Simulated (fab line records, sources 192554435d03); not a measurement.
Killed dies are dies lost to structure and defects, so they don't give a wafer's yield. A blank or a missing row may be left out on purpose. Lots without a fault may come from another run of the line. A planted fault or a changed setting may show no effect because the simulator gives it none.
fab line records | flow n5_finfet
record lots=14 wafers=42 last_day=17
route steps=1938 shown BEOL_M4@1021
lots that met no fault: from a run of the same line without faults
start_h: hours from the record's first day to the start of the lot's first wafer shown | wait_h: hours since the lot's step before | " the same as in the row above | L1.1+2: a row that stands for several wafers | - no value, or no start given | * or withheld: withheld | < > ~ a bound
route shown NAME@n: a module of which the file shows steps, and the number in the route of the first | usual: mean/standard deviation of fault-free wafers | same: alike in all rows | chamber/n: place in a boat | sites: the reading at each site | _std_site: their standard deviation | _edge_site: outer sites' mean less inner sites' | radius_mm: how far each site lies from the wafer's centre | mask NAME#n: copy n | behind: the tool/chamber that last shaped the wafer | hold: why the lot was held/for how many hours/how that ended | device: the transistor (n, p or np) that didn't switch | end of line: the same wafers' tests at the end of the route | a step without rows: its recipe alone | killed: dies lost to structure and defects at the first sort, not the wafer's yield | map: a wafer's dies, x killed, . not, _ none there
set.NAME: the setting as run; set.NAME@STEP: as run at that earlier step | model.NAME: the simulator's own value behind a step, which no gauge read
steps of the route over a sample of lots; a table a step, a row a wafer
services: from which hour (start_h, from the record's first day; less than 0 if before it) a tool's chamber was out of use, for how many hours, and why
## steps
# step N5_BEOL_M4_ILD_DEP_00
# recipe material=SiOC target_thk_a=790 temp_c=350 precursor=DEMS/O2 pressure_torr=5 rf_w=500 time_s=15.3
# usual heater_power_w=461/61 showerhead_plenum_p_Torr=5.693/0.011 throttle_valve_pct=12.3/0.62
# columns lot.wafer tool chamber start_h wait_h heater_power_w showerhead_plenum_p_Torr throttle_valve_pct
L785.1 pecvd-04 0 164.65 0.0 422 5.704 12.6
L785.2 " 2 " " 434 5.667 11.8
L785.4 " 2 " " 437 5.685 11.5
L784.3 pecvd-02 0 164.91 0.1 483 5.697 13.1
L784.4 " 2 " " 612 5.690 11.6
L784.6 " 0 " " 487 5.672 13.3
L787.2 pecvd-02 0 177.60 0.0 509 5.685 12.9
L787.3 " 1 " " 494 5.690 12.3
L787.5 " 0 " " 505 5.681 13.0
L789.1 pecvd-04 0 188.83 0.0 459 5.702 12.6
L789.2 " 1 " " 463 5.689 13.3
L789.4 " 1 " " 466 5.699 13.3
L790.2 pecvd-03 2 192.27 0.0 379 5.705 11.6
L790.3 " 0 " " 490 5.692 12.0
L790.6 " 0 " " 491 5.715 11.9
L791.1 pecvd-04 0 192.75 0.0 439 5.704 12.6
L791.2 " 2 " " 432 5.687 11.6
L791.6 " 0 " " 446 5.688 12.5
L792.1 pecvd-02 0 203.99 0.0 503 5.681 13.0
L792.2 " 2 " " 558 5.679 11.5
L792.5 " 1 " " 507 5.706 12.3
L799.4 pecvd-03 1 247.67 0.1 481 5.679 12.5
L799.5 " 2 " " 348 5.702 11.2
L799.6 " 0 " " 456 5.702 12.1
L800.2 pecvd-03 2 248.22 0.0 376 5.700 11.5
L800.3 " 1 " " 484 5.693 12.5
L800.5 " 2 " " 379 5.705 11.5
L801.2 pecvd-04 1 254.04 0.0 512 5.692 13.1
L801.4 " 2 " " 457 5.684 11.8
L801.5 " 0 " " 412 5.671 12.3
L803.2 pecvd-03 0 277.93 0.0 485 5.706 11.9
L803.4 " 0 " " 488 5.711 12.3
L803.6 " 1 " " 485 5.696 12.5
L804.1 pecvd-04 0 285.23 0.0 433 5.675 12.4
L804.3 " 2 " " 393 5.675 11.6
L804.5 " 2 " " 404 5.684 11.5
L806.2 pecvd-04 1 289.17 0.0 437 5.691 13.4
L806.3 " 1 " " 434 5.678 13.1
L806.4 " 0 " " 415 5.703 12.5
L805.2 pecvd-04 0 293.74 0.0 447 5.687 12.6
L805.4 " 0 " " 442 5.687 12.4
L805.6 " 1 " " 504 5.689 13.4
# step N5_BEOL_M4_HM_DEP_02
# recipe material=TiN target_thk_a=200 temp_c=25 chamber_pressure_pa=0.49996
# usual substrate_temp_c=25.01/0.096 throttle_valve_pct=29.6/0.98
# columns lot.wafer tool chamber start_h wait_h substrate_temp_c throttle_valve_pct
L785.1 pvd_sputter-02 - 165.96 1.2 24.89 29.5
L785.2 " - " " 24.93 28.7
L785.4 " - " " 24.95 29.1
L784.3 pvd_sputter-01 - 166.11 1.1 25.04 29.9
L784.4 " - " " 24.94 30.1
L784.6 " - " " 25.04 28.5
L787.2 pvd_sputter-03 - 177.99 0.3 25.03 30.5
L787.3 " - " " 24.92 29.9
L787.5 " - " " 24.97 29.7
L789.1 pvd_sputter-02 - 188.99 0.0 24.95 28.9
L789.2 " - " " 25.07 30.9
L789.4 " - " " 25.12 29.6
L790.2 pvd_sputter-01 - 193.17 0.8 24.98 30.6
L790.3 " - " " 24.97 28.3
L790.6 " - " " 24.94 28.7
L791.1 pvd_sputter-01 - 193.27 0.4 24.96 30.8
L791.2 " - " " 25.00 28.4
L791.6 " - " " 25.15 30.2
L792.1 pvd_sputter-03 - 204.58 0.5 25.06 30.6
L792.2 " - " " 25.00 27.9
L792.5 " - " " 25.17 27.4
L799.4 pvd_sputter-01 - 248.02 0.2 25.15 28.6
L799.5 " - " " 25.02 28.9
L799.6 " - " " 24.94 30.2
L800.2 pvd_sputter-03 - 248.48 0.1 24.87 29.7
L800.3 " - " " 24.89 29.6
L800.5 " - " " 25.15 30.4
L801.2 pvd_sputter-02 - 254.85 0.7 25.13 30.9
L801.4 " - " " 25.07 29.5
L801.5 " - " " 25.14 29.3
L803.2 pvd_sputter-02 - 278.86 0.8 25.10 28.9
L803.4 " - " " 25.02 29.5
L803.6 " - " " 25.01 29.5
L804.1 pvd_sputter-03 - 288.07 2.7 24.99 29.9
L804.3 " - " " 25.08 30.7
L804.5 " - " " 25.09 29.4
L806.2 pvd_sputter-03 - 289.53 0.2 24.95 30.4
L806.3 " - " " 25.04 27.5
L806.4 " - " " 25.23 29.9
L805.2 pvd_sputter-02 - 296.27 2.4 25.00 29.6
L805.4 " - " " 24.99 28.6
L805.6 " - " " 24.98 29.9
# step N5_BEOL_M4_DEVELOP_10
# recipe develop_time_s=30 developer=TMAH resist=CAR-EUV rinse_liquid=surfactant_rinse dry=air_spin dev_temp_c=23
# usual chill_plate_temp_C=23.01/0.11 develop_time_s=30/0 developer_temp_C=22.99/0.1
# columns lot.wafer tool chamber start_h wait_h chill_plate_temp_C develop_time_s developer_temp_C
L785.1 litho_track-02 0 166.30 - 22.86 30 23.00
L785.2 " 0 " " 22.96 30 23.15
L785.4 " 0 " " 22.96 30 23.17
L784.3 litho_track-02 0 166.57 - 23.05 30 22.78
L784.4 " 0 " " 23.08 30 22.95
L784.6 " 0 " " 23.03 30 23.03
L787.2 litho_track-04 0 178.33 - 22.84 30 23.07
L787.3 " 0 " " 22.82 30 23.16
L787.5 " 0 " " 22.93 30 23.13
L789.1 litho_track-04 0 189.45 - 23.03 30 23.03
L789.2 " 0 " " 22.97 30 22.95
L789.4 " 0 " " 22.96 30 22.94
L790.2 litho_track-05 0 193.51 - 22.96 30 22.90
L790.3 " 0 " " 22.91 30 23.05
L790.6 " 0 " " 22.87 30 22.94
L791.1 litho_track-04 0 193.75 - 23.11 30 22.90
L791.2 " 0 " " 23.25 30 22.88
L791.6 " 0 " " 23.04 30 22.84
L792.1 litho_track-04 0 205.04 - 23.07 30 22.91
L792.2 " 0 " " 23.04 30 23.01
L792.5 " 0 " " 23.06 30 22.98
L799.4 litho_track-02 0 248.48 - 22.93 30 23.06
L799.5 " 0 " " 22.88 30 22.75
L799.6 " 0 " " 23.09 30 22.98
L800.2 litho_track-04 - 248.83 - - - -
L800.3 " - " " - - -
L800.5 " - " " - - -
L801.2 litho_track-05 - 255.19 - - - -
L801.4 " - " " - - -
L801.5 " - " " - - -
L803.2 litho_track-04 0 279.21 - 23.02 30 23.01
L803.4 " 0 " " 23.08 30 22.94
L803.6 " 0 " " 23.08 30 23.04
L804.1 litho_track-04 0 288.41 - 23.10 30 23.17
L804.3 " 0 " " 22.90 30 23.12
L804.5 " 0 " " 23.13 30 23.04
L806.2 litho_track-04 0 289.87 - 23.11 30 22.97
L806.3 " 0 " " 23.14 30 23.02
L806.4 " 0 " " 23.22 30 23.03
L805.2 litho_track-02 0 296.61 - 22.91 30 23.06
L805.4 " 0 " " 22.88 30 22.91
L805.6 " 0 " " 22.83 30 23.07
# step N5_BEOL_M4_OVL_MEAS_12
# recipe points_per_wafer=522
# usual M4_OVL=0.1/0.7
# same points_per_wafer=522
# columns lot.wafer tool chamber start_h wait_h M4_OVL[nm]
L785.1 overlay-02 0 166.39 0.0 -0.2
L785.2 " 0 " " -0.2
L785.4 " 0 " " 0.2
L784.3 overlay-01 0 166.67 0.0 -0.8
L784.4 " 0 " " -1.2
L784.6 " 0 " " 0.0
L787.2 overlay-01 0 178.42 0.0 0.9
L787.3 " 0 " " 0.5
L787.5 " 0 " " 0.2
L789.1 overlay-01 0 189.54 0.0 -0.2
L789.2 " 0 " " 1.4
L789.4 " 0 " " 1.0
L790.2 overlay-02 0 193.60 0.0 -0.9
L790.3 " 0 " " -1.6
L790.6 " 0 " " 0.3
L791.1 overlay-02 0 193.83 0.0 0.4
L791.2 " 0 " " -0.4
L791.6 " 0 " " 0.3
L792.1 overlay-01 0 205.13 0.0 -0.4
L792.2 " 0 " " -0.5
L792.5 " 0 " " -0.4
L799.4 overlay-02 0 248.59 0.0 0.4
L799.5 " 0 " " 0.7
L799.6 " 0 " " 0.2
L800.2 overlay-01 0 248.92 0.0 -
L800.3 " 0 " " -
L800.5 " 0 " " -
L801.2 overlay-02 0 255.28 0.0 -
L801.4 " 0 " " -
L801.5 " 0 " " -
L803.2 overlay-02 0 279.31 0.0 0.3
L803.4 " 0 " " 0.9
L803.6 " 0 " " 0.5
L804.1 overlay-01 0 288.50 0.0 -0.2
L804.3 " 0 " " -0.3
L804.5 " 0 " " 1.1
L806.2 overlay-01 0 289.96 0.0 -1.0
L806.3 " 0 " " -0.6
L806.4 " 0 " " -1.2
L805.2 overlay-01 0 296.70 0.0 0.8
L805.4 " 0 " " 0.0
L805.6 " 0 " " -0.2
## services
# columns tool chamber start_h hours kind
pecvd-02 1 160.51 5.0 scheduled_down
pecvd-03 - 164.72 2.6 repair
pecvd-03 0 172.87 5.5 scheduled_down
pecvd-04 0 198.77 11.6 repair
pecvd-02 - 212.28 0.4 repair
litho_track-04 - 212.76 - consumable_replace:filter
pecvd-02 0 214.62 2.1 scheduled_down
litho_track-02 - 233.31 - consumable_replace:filter
pecvd-02 2 241.55 5.5 scheduled_down
pecvd-02 - 245.19 5.5 pm
pecvd-02 2 255.88 2.1 scheduled_down
pecvd-04 2 287.88 2.1 scheduled_down
pecvd-02 1 289.42 5.5 scheduled_down
pecvd-02 2 292.67 13.2 repair
## key
first_sign step=N5_BEOL_M4_DEVELOP_10 reading=tool_record direction=missing
effect none on later readings
met_at N5_BEOL_M4_DEVELOP_10
struck_lots L800,L801
later_rows_left_out L800.2,L800.3,L800.5,L801.2,L801.4,L801.5
sort_left_out L800.2,L800.3,L800.5,L801.2,L801.4,L801.5
not_acting_at N5_BEOL_M4_ILD_DEP_00,N5_BEOL_M4_HM_DEP_02,N5_BEOL_M4_OVL_MEAS_12
onset_between 205.04 248.83
fault kind=skipped_step_whole tool=litho_track-04,litho_track-05 chamber=- onset_h=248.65 steps=N5_BEOL_M4_DEVELOP_10 scope=struck_lots_only
# sort_left_out: the simulated sort isn't trusted on such a fault, so these wafers' sort isn't shown, and their yield isn't known
# later_rows_left_out: the simulator's readings of these wafers behind a module that went badly wrong aren't trusted and aren't shown, but for the sort
